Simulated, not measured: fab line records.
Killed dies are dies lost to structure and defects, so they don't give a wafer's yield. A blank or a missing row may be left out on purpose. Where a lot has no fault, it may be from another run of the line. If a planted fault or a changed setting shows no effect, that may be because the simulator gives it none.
The tool behind it: which one? / flow nandHarc / 13 lots with 39 wafers sampled at 5 steps, on a route of 1159 steps

== WHAT EACH GAUGE READ, for each wafer ==
NHARC_A_M0_OVL_MEAS_10: pitch 160 nm. Usual: overlayXNm -0.2 nm, standard deviation 0.61; overlayYNm 0.3 nm, standard deviation 1.
lot=L771; measured=day 17 10:27; on=overlay-02; overlayXNm (nm)=-0.2 -0.3 -0.1; overlayYNm (nm)=0.0 0.1 0.2; flag=
lot=L773; measured=day 17 17:45; on=overlay-01; overlayXNm (nm)=-0.8 -0.1 -0.1; overlayYNm (nm)=0.7 0.7 0.7; flag=
lot=L772; measured=day 17 18:56; on=overlay-02; overlayXNm (nm)=0.7 0.5 0.8; overlayYNm (nm)=0.4 0.0 0.2; flag=
lot=L778; measured=day 19 01:12; on=overlay-02; overlayXNm (nm)=-0.3 0.2 -0.5; overlayYNm (nm)=0.7 0.9 0.6; flag=
lot=L779; measured=day 19 10:01; on=overlay-02; overlayXNm (nm)=1.1 0.4 1.0; overlayYNm (nm)=-1.1 -0.8 -1.4; flag=
lot=L783; measured=day 20 10:03; on=overlay-02; overlayXNm (nm)=0.1 0.1 0.0; overlayYNm (nm)=0.0 -0.2 0.1; flag=
lot=L784; measured=day 20 10:35; on=overlay-02; overlayXNm (nm)=-0.6 -0.9 -0.6; overlayYNm (nm)=1.1 0.9 0.8; flag=
lot=L786; measured=day 21 15:22; on=overlay-01; overlayXNm (nm)=-0.6 -0.8 -0.6; overlayYNm (nm)=0.7 0.7 0.4; flag=
lot=L785; measured=day 21 18:22; on=overlay-01; overlayXNm (nm)=-0.8 -0.5 -0.1; overlayYNm (nm)=1.2 1.1 1.0; flag=
lot=L789; measured=day 22 06:08; on=overlay-01; overlayXNm (nm)=-1.2 -0.7 -1.1; overlayYNm (nm)=0.6 1.0 0.3; flag=
lot=L790; measured=day 22 11:14; on=overlay-01; overlayXNm (nm)=0.3 0.6 0.1; overlayYNm (nm)=1.0 0.7 1.1; flag=
lot=L791; measured=day 23 00:14; on=overlay-01; overlayXNm (nm)=0.2 0.2 0.1; overlayYNm (nm)=-1.3 -1.6 -1.6; flag=
lot=L794; measured=day 23 01:29; on=overlay-01; overlayXNm (nm)=0.6 0.6 0.1; overlayYNm (nm)=1.3 1.9 1.9; flag=

NHARC_A_M1_THK_MEAS_24: measures by xrf. Usual: thkNm reads 154.2 nm (standard deviation 1.3).
lot=L771; measured=day 17 17:06; on=filmMetro-01; thkNm (nm)=154.4 154.3 153.8; flag=
lot=L773; measured=day 18 00:15; on=filmMetro-02; thkNm (nm)=153.9 156.6 154.1; flag=
lot=L772; measured=day 18 01:27; on=filmMetro-01; thkNm (nm)=153.4 152.3 152.2; flag=
lot=L778; measured=day 19 07:49; on=filmMetro-02; thkNm (nm)=154.9 152.8 153.5; flag=
lot=L779; measured=day 19 16:39; on=filmMetro-02; thkNm (nm)=155.2 154.3 154.3; flag=
lot=L783; measured=day 20 16:31; on=filmMetro-01; thkNm (nm)=157.5 155.7 156.1; flag=
lot=L784; measured=day 20 17:12; on=filmMetro-01; thkNm (nm)=153.5 154.1 153.0; flag=
lot=L786; measured=day 21 22:01; on=filmMetro-02; thkNm (nm)=155.0 153.6 153.7; flag=
lot=L785; measured=day 22 00:57; on=filmMetro-01; thkNm (nm)=155.0 156.4 153.9; flag=
lot=L789; measured=day 22 13:05; on=filmMetro-02; thkNm (nm)=151.2 152.7 155.1; flag=
lot=L790; measured=day 22 19:00; on=filmMetro-01; thkNm (nm)=154.9 155.4 151.2; flag=
lot=L791; measured=day 23 07:01; on=filmMetro-01; thkNm (nm)=153.5 156.0 155.9; flag=
lot=L794; measured=day 23 08:24; on=filmMetro-02; thkNm (nm)=153.6 154.4 155.0; flag=

NHARC_END_SORT_01. Usual: defectLimitedYield 95.6 %, standard deviation 1.7; killedAtArray 27, standard deviation 11; killedAtOther 0.7, standard deviation 0.93; killedAtPeriphery 2.9, standard deviation 1.9; killedDies 30, standard deviation 11; killedOpen 3.1, standard deviation 1.7; killedShort 1.9, standard deviation 1.3; sort_bin_2_pct 1.4 %, standard deviation 0.68; sort_bin_3_pct 0.28 %, standard deviation 0.25; sort_bin_4_pct 2.8 %, standard deviation 1.1; sortNPass 647, standard deviation 11; sortRimYieldPct 95.4 %, standard deviation 2.7; sortYieldPct 95.6 %, standard deviation 1.7.
lot=L772; measured=day 19 13:11; on=prober-01; defectLimitedYield (%)=94.8 93.4 93.6; killedAtArray=30 38 40; killedAtOther=1 1 0; killedAtPeriphery=4 6 3; killedDies=35 45 43; killedOpen=2 4 2; killedShort=2 1 2; sort_bin_2_pct (%)=1.2 3.0 2.1; sort_bin_3_pct (%)=0 0.15 0.74; sort_bin_4_pct (%)=4.0 3.5 3.5; sortNPass=642 632 634; sortRimYieldPct (%)=93.4 97.2 94.3; sortYieldPct (%)=94.8 93.4 93.6; flag=
lot=L779; measured=day 21 03:01; on=prober-01; defectLimitedYield (%)=90.3 90.4 91.4; killedAtArray=64 64 57; killedAtOther=0 0 0; killedAtPeriphery=2 1 1; killedDies=66 65 58; killedOpen=2 4 0; killedShort=1 2 3; sort_bin_2_pct (%)=4.0 6.4 5.0; sort_bin_3_pct (%)=0.44 0.59 0.15; sort_bin_4_pct (%)=5.3 2.7 3.4; sortNPass=611 612 619; sortRimYieldPct (%)=94.3 90.6 93.4; sortYieldPct (%)=90.3 90.4 91.4; flag=OFF
lot=L783; measured=day 22 02:30; on=prober-02; defectLimitedYield (%)=96.2 94.5 95.1; killedAtArray=25 35 30; killedAtOther=0 0 0; killedAtPeriphery=1 2 3; killedDies=26 37 33; killedOpen=4 3 7; killedShort=0 2 2; sort_bin_2_pct (%)=0.6 1.3 1.2; sort_bin_3_pct (%)=0.59 0.59 0.44; sort_bin_4_pct (%)=2.7 3.5 3.2; sortNPass=651 640 644; sortRimYieldPct (%)=93.4 96.2 90.6; sortYieldPct (%)=96.2 94.5 95.1; flag=
lot=L784; measured=day 22 02:30; on=prober-01; defectLimitedYield (%)=95.4 93.2 94.1; killedAtArray=26 41 33; killedAtOther=2 1 1; killedAtPeriphery=3 4 6; killedDies=31 46 40; killedOpen=1 4 6; killedShort=2 4 6; sort_bin_2_pct (%)=1.9 1.8 1.9; sort_bin_3_pct (%)=0 0.44 0.44; sort_bin_4_pct (%)=2.7 4.6 3.5; sortNPass=646 631 637; sortRimYieldPct (%)=95.3 93.4 98.1; sortYieldPct (%)=95.4 93.2 94.1; flag=
lot=L789; measured=day 24 06:10; on=prober-01; defectLimitedYield (%)=97.6 97.2 97.6; killedAtArray=15 15 12; killedAtOther=0 0 0; killedAtPeriphery=1 4 4; killedDies=16 19 16; killedOpen=0 4 6; killedShort=2 1 3; sort_bin_2_pct (%)=0.6 0.4 0.9; sort_bin_3_pct (%)=0.44 0.15 0.15; sort_bin_4_pct (%)=1.3 2.2 1.3; sortNPass=661 658 661; sortRimYieldPct (%)=100.0 98.1 99.1; sortYieldPct (%)=97.6 97.2 97.6; flag=
lot=L790; measured=day 24 06:13; on=prober-02; defectLimitedYield (%)=92.5 90.7 91.9; killedAtArray=45 61 50; killedAtOther=2 1 0; killedAtPeriphery=4 1 5; killedDies=51 63 55; killedOpen=3 3 2; killedShort=1 3 2; sort_bin_2_pct (%)=2.5 3.2 2.8; sort_bin_3_pct (%)=0.74 0.44 1.03; sort_bin_4_pct (%)=4.3 5.6 4.3; sortNPass=626 614 622; sortRimYieldPct (%)=92.5 94.3 90.6; sortYieldPct (%)=92.5 90.7 91.9; flag=
lot=L791; measured=day 24 17:58; on=prober-02; defectLimitedYield (%)=97.6 96.2 96.6; killedAtArray=14 22 21; killedAtOther=1 1 0; killedAtPeriphery=1 3 2; killedDies=16 26 23; killedOpen=3 3 4; killedShort=1 1 2; sort_bin_2_pct (%)=0.4 1.5 0.6; sort_bin_3_pct (%)=0 0.15 0.30; sort_bin_4_pct (%)=1.9 2.2 2.5; sortNPass=661 651 654; sortRimYieldPct (%)=96.2 92.5 92.5; sortYieldPct (%)=97.6 96.2 96.6; flag=
lot=L794; measured=day 25 00:54; on=prober-02; defectLimitedYield (%)=95.1 93.6 93.8; killedAtArray=28 36 31; killedAtOther=0 0 0; killedAtPeriphery=5 7 11; killedDies=33 43 42; killedOpen=4 3 3; killedShort=3 1 2; sort_bin_2_pct (%)=1.3 1.8 2.1; sort_bin_3_pct (%)=0.15 0.59 0.15; sort_bin_4_pct (%)=3.4 4.0 4.0; sortNPass=644 634 635; sortRimYieldPct (%)=93.4 100.0 89.6; sortYieldPct (%)=95.1 93.6 93.8; flag=

== EACH LOT AND THE TOOL THAT RAN IT (in order: tool; ch and the chambers of the sampled wafers; start) ==
lot=L771; NHARC_A_M1_ANNEAL_31=rtpAnneal-01 ch 0, day 17 16:26; NHARC_A_BONDPAD_CMP_29=cmp-01 ch 1,3, day 17 18:28
lot=L773; NHARC_A_M1_ANNEAL_31=rtpAnneal-02 ch 0, day 17 23:35; NHARC_A_BONDPAD_CMP_29=cmp-03 ch 1,2, day 18 01:31
lot=L772; NHARC_A_M1_ANNEAL_31=rtpAnneal-02 ch 0, day 18 00:50; NHARC_A_BONDPAD_CMP_29=cmp-04 ch 0,1, day 18 02:44
lot=L778; NHARC_A_M1_ANNEAL_31=rtpAnneal-02, day 19 07:10; NHARC_A_BONDPAD_CMP_29=cmp-04 ch 1,2,3, day 19 09:10
lot=L779; NHARC_A_M1_ANNEAL_31=rtpAnneal-02, day 19 16:02; NHARC_A_BONDPAD_CMP_29=cmp-04 ch 1,2, day 19 18:25
lot=L783; NHARC_A_M1_ANNEAL_31=rtpAnneal-01 ch 0, day 20 15:51; NHARC_A_BONDPAD_CMP_29=cmp-04 ch 0,2,3, day 20 17:48
lot=L784; NHARC_A_M1_ANNEAL_31=rtpAnneal-01 ch 0, day 20 16:32; NHARC_A_BONDPAD_CMP_29=cmp-03 ch 0,1, day 20 18:49
lot=L786; NHARC_A_M1_ANNEAL_31=rtpAnneal-02 ch 0, day 21 21:20; NHARC_A_BONDPAD_CMP_29=cmp-04 ch 2,3, day 21 23:16
lot=L785; NHARC_A_M1_ANNEAL_31=rtpAnneal-02 ch 0, day 22 00:23; NHARC_A_BONDPAD_CMP_29=cmp-03 ch 0,2, day 22 02:25
lot=L789; NHARC_A_M1_ANNEAL_31=rtpAnneal-02 ch 0, day 22 12:28; NHARC_A_BONDPAD_CMP_29=cmp-04 ch 0,1,2, day 22 15:29
lot=L790; NHARC_A_M1_ANNEAL_31=rtpAnneal-02 ch 0, day 22 18:20; NHARC_A_BONDPAD_CMP_29=cmp-04 ch 0,1,3, day 22 20:33
lot=L791; NHARC_A_M1_ANNEAL_31=rtpAnneal-02 ch 0, day 23 06:30; NHARC_A_BONDPAD_CMP_29=cmp-03 ch 0,3, day 23 08:18
lot=L794; NHARC_A_M1_ANNEAL_31=rtpAnneal-02 ch 0, day 23 07:50; NHARC_A_BONDPAD_CMP_29=cmp-03 ch 0,1,3, day 23 09:43
- NHARC_A_M1_ANNEAL_31: time 90 s.
- NHARC_A_BONDPAD_CMP_29: polishes SiCN, target thk 200 nm.

== AS READ BY THE TOOLS THEMSELVES (means over the sampled wafers that have a number; for cases with no such wafer, the mark the record gives instead) ==
NHARC_A_M1_ANNEAL_31. Usual: annealTempC 224.99 C, standard deviation 0.18; annealTempCMax 226.03, standard deviation 0.3; wafer_temp_C_max 225.9, standard deviation 0.53.
lot=L771; tool=rtpAnneal-01; annealTempC (C)=225.22; annealTempCMax=225.97; wafer_temp_C_max=226.1; flag=
lot=L773; tool=rtpAnneal-02; annealTempC (C)=225.14; annealTempCMax=226.16; wafer_temp_C_max=225.5; flag=
lot=L772; tool=rtpAnneal-02; annealTempC (C)=224.98; annealTempCMax=226.11; wafer_temp_C_max=225.5; flag=
lot=L778; tool=rtpAnneal-02; annealTempC (C)=-; annealTempCMax=-; wafer_temp_C_max=-; flag=OFF
lot=L779; tool=rtpAnneal-02; annealTempC (C)=-; annealTempCMax=-; wafer_temp_C_max=-; flag=OFF
lot=L783; tool=rtpAnneal-01; annealTempC (C)=225.08; annealTempCMax=225.99; wafer_temp_C_max=226.5; flag=
lot=L784; tool=rtpAnneal-01; annealTempC (C)=224.93; annealTempCMax=225.88; wafer_temp_C_max=226.6; flag=
lot=L786; tool=rtpAnneal-02; annealTempC (C)=224.94; annealTempCMax=226.18; wafer_temp_C_max=225.5; flag=
lot=L785; tool=rtpAnneal-02; annealTempC (C)=224.72; annealTempCMax=225.76; wafer_temp_C_max=225.5; flag=
lot=L789; tool=rtpAnneal-02; annealTempC (C)=225.06; annealTempCMax=226.46; wafer_temp_C_max=225.6; flag=
lot=L790; tool=rtpAnneal-02; annealTempC (C)=224.93; annealTempCMax=226.27; wafer_temp_C_max=225.5; flag=
lot=L791; tool=rtpAnneal-02; annealTempC (C)=224.94; annealTempCMax=226.22; wafer_temp_C_max=225.5; flag=
lot=L794; tool=rtpAnneal-02; annealTempC (C)=225.11; annealTempCMax=226.24; wafer_temp_C_max=225.4; flag=

NHARC_A_BONDPAD_CMP_29. Usual: motorCurrentA 12.1 A, standard deviation 1.3; padLifeWafers 228, standard deviation 130.
lot=L771; tool=cmp-01; motorCurrentA (A)=11.9; padLifeWafers=182; flag=
lot=L773; tool=cmp-03; motorCurrentA (A)=12.0; padLifeWafers=342; flag=
lot=L772; tool=cmp-04; motorCurrentA (A)=12.7; padLifeWafers=36; flag=
lot=L778; tool=cmp-04; motorCurrentA (A)=12.1; padLifeWafers=200; flag=
lot=L779; tool=cmp-04; motorCurrentA (A)=12.1; padLifeWafers=242; flag=
lot=L783; tool=cmp-04; motorCurrentA (A)=11.5; padLifeWafers=385; flag=
lot=L784; tool=cmp-03; motorCurrentA (A)=11.2; padLifeWafers=114; flag=
lot=L786; tool=cmp-04; motorCurrentA (A)=10.9; padLifeWafers=8; flag=
lot=L785; tool=cmp-03; motorCurrentA (A)=12.3; padLifeWafers=248; flag=
lot=L789; tool=cmp-04; motorCurrentA (A)=12.5; padLifeWafers=98; flag=
lot=L790; tool=cmp-04; motorCurrentA (A)=12.3; padLifeWafers=133; flag=
lot=L791; tool=cmp-03; motorCurrentA (A)=11.5; padLifeWafers=457; flag=
lot=L794; tool=cmp-03; motorCurrentA (A)=12.1; padLifeWafers=476; flag=

== THE ANSWER, worked out from the rows above alone ==
Rule: take the mean of a lot's wafers that have a number; if it is more than 3 standard deviations from the usual mean, the lot is off. Also off: a lot with no number at a reading for which 4 or more lots have one. Where the step has rows for the other lots, those lots are counted as sound. First the gauges in route order, then the tools' own readings, where a lot's mean is used as printed above. At the first step where some lot is off, the reading lying furthest off is the one used; lots without a number count as furthest.
Off, at NHARC_END_SORT_01 on sort_bin_2_pct: L779. Neither off nor sound, because the step has no rows for them: L771, L773, L778, L786, L785.
A tool fits if, at a process step before that reading, it ran every lot that is off, and no sound lot after the first of them. Not tried: the gauges at NHARC_END_SORT_01; whatever is off there is also off at NHARC_A_M1_ANNEAL_31, on other tools, and gauge error can't account for it. None of those tried fits.

== WHAT WAS PUT IN BY THE SIMULATOR ==
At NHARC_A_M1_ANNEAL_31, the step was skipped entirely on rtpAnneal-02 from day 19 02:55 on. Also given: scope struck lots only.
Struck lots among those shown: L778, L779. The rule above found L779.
